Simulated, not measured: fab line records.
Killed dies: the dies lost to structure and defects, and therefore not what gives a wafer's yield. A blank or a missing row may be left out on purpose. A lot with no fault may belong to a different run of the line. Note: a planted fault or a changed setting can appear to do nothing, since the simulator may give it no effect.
A lot that was struck, set against a sound lot    flow n5-finfet    15 steps out of a route of 1938
Sound: the wafers L859.1, L859.3, L859.5. Struck: wafer L872.2 (left out: L872.1, a lot-mate that was not struck); the cause follows at the end.
Order at every step that has rows: each side's tool, ch and its chambers, its first start. Under that, the readings that differ: sound wafers    struck wafers    difference of the means    sigmas: that difference in standard deviations of wafers without a fault.
alike: words and numbers the same on both sides, and readings whose means are apart by under 2 such deviations; not compared: readings that were withheld, readings missing a value for some wafer, numbers with overlapping values and no deviation given by the record, and bounds like >300 which may hide the same value.
The two part at a step that has a row with sigmas, a row that says differs or no value, or rows on one side only. Numbers that have no deviation but don't overlap get no sigmas and don't part them. A reading that every wafer of one side lacks parts them only if that side has two wafers or more.

first, 4 steps without rows for these wafers: N5_SDB_SOFTBAKE_06 (time 60 s); N5_SDB_EXPOSE_08 (exposes mask SDB); N5_SDB_PEB_09 (peb time 60 s); N5_SDB_DEVELOP_10 (develop time 30 s).
N5_SDB_CD_MEAS_11 targets a cd of 50 nm.
  sound on cd-sem-01 ch 0, day 5 10:29; struck on cd-sem-01 ch 0, day 8 18:52
  alike: cd-nm
N5_SDB_OVL_MEAS_12:
  sound on overlay-02 ch 0, day 5 10:31; struck on overlay-01 ch 0, day 8 18:53
  alike: SDB_OVL
N5_SDB_INSPECT_13: inspects for defects (brightfield).
  sound on defect-inspect-01, day 5 10:33; struck on defect-inspect-01, day 8 18:55
  alike: raw-defect-count
N5_SDB_DESCUM_16: chemistry O2, time 7.9 s.
  sound on rie-diel-03 ch 0,3, day 5 10:35; struck on rie-diel-03 ch 2, day 8 18:57
reading                 sound              struck  difference  sigmas
throttle-valve-pct (%)  20.31 20.23 20.26  20.81   +0.54       +3
  alike: drypump-motor-current-A, oes-product-au, rf-vpp-V, showerhead-plenum-p-Torr
  not compared: rf-hours-counter-h
N5_SDB_ETCH_17: etches SiARC in CF4, target depth 23.4 nm, time 39 s.
  sound on rie-diel-03 ch 0,3, day 5 10:37; struck on rie-diel-03 ch 2, day 8 18:59
  alike: drypump-motor-current-A, etch-rf-on-time-s, oes-product-au, rf-vpp-V, showerhead-plenum-p-Torr, throttle-valve-pct
  not compared: rf-hours-counter-h
N5_SDB_ETCH_18: etches SOC in N2/H2, target depth 100 nm, overetch 20 nm, time 150 s.
  sound on rie-diel-03 ch 0,3, day 5 10:39; struck on rie-diel-03 ch 2, day 8 19:01
  alike: drypump-motor-current-A, oes-product-au, rf-vpp-V, showerhead-plenum-p-Torr, throttle-valve-pct
  not compared: rf-hours-counter-h
then, 1 step without rows for these wafers: N5_SDB_STRIP_19 (strips in N2/H2).
N5_SDB_STRIP_21: strips in CF4.
  sound on rie-diel-03 ch 0,3, day 5 10:47; struck on rie-diel-03 ch 2, day 8 19:10
  alike: drypump-motor-current-A, oes-product-au, rf-vpp-V, showerhead-plenum-p-Torr, throttle-valve-pct
  not compared: rf-hours-counter-h
N5_SDB_HM_OPEN_20: chemistry CH3F/O2, target SiNx, stops on poly-Si, target depth 24 nm.
  sound on rie-diel-03 ch 0,3, day 5 10:49; struck on rie-diel-03 ch 2, day 8 19:11
reading                                      sound         struck  difference  sigmas
model.SOC_of_SDB_COAT_03.thk-nm (nm)         84 84.6 84.4  73.6    -10.7       
model.a-Si_of_DUMMY_GATE_CVD_03.thk-nm (nm)  67.8 69 69.8  66      -3          
  alike: drypump-motor-current-A, oes-product-au, rf-vpp-V, showerhead-plenum-p-Torr, throttle-valve-pct
  not compared: rf-hours-counter-h
N5_SDB_STRIP_22: strips in N2/H2.
  sound on plasma-asher-02 ch 0, day 5 10:53; struck on plasma-asher-01 ch 1, day 8 19:16
reading                       sound              struck  difference  sigmas
heater-power-w (W)            293 285 279        361     +75         +2
oes-product-au (a.u.)         0.720 0.723 0.715  0.708   -0.011      -2
strip-time-to-endpoint-s (s)  96.2 96.8 96.6     86.3    -10.2       -26
  alike: drypump-motor-current-A
  not compared: rf-hours-counter-h
then, 1 step without rows for these wafers: N5_SDB_PRECLEAN_23 (cleans in dHF, time 30 s).

WHERE THEY PART
At N5_SDB_DESCUM_16 first; at N5_SDB_STRIP_22 last (within this record only).

WHY: the cause the simulator had injected
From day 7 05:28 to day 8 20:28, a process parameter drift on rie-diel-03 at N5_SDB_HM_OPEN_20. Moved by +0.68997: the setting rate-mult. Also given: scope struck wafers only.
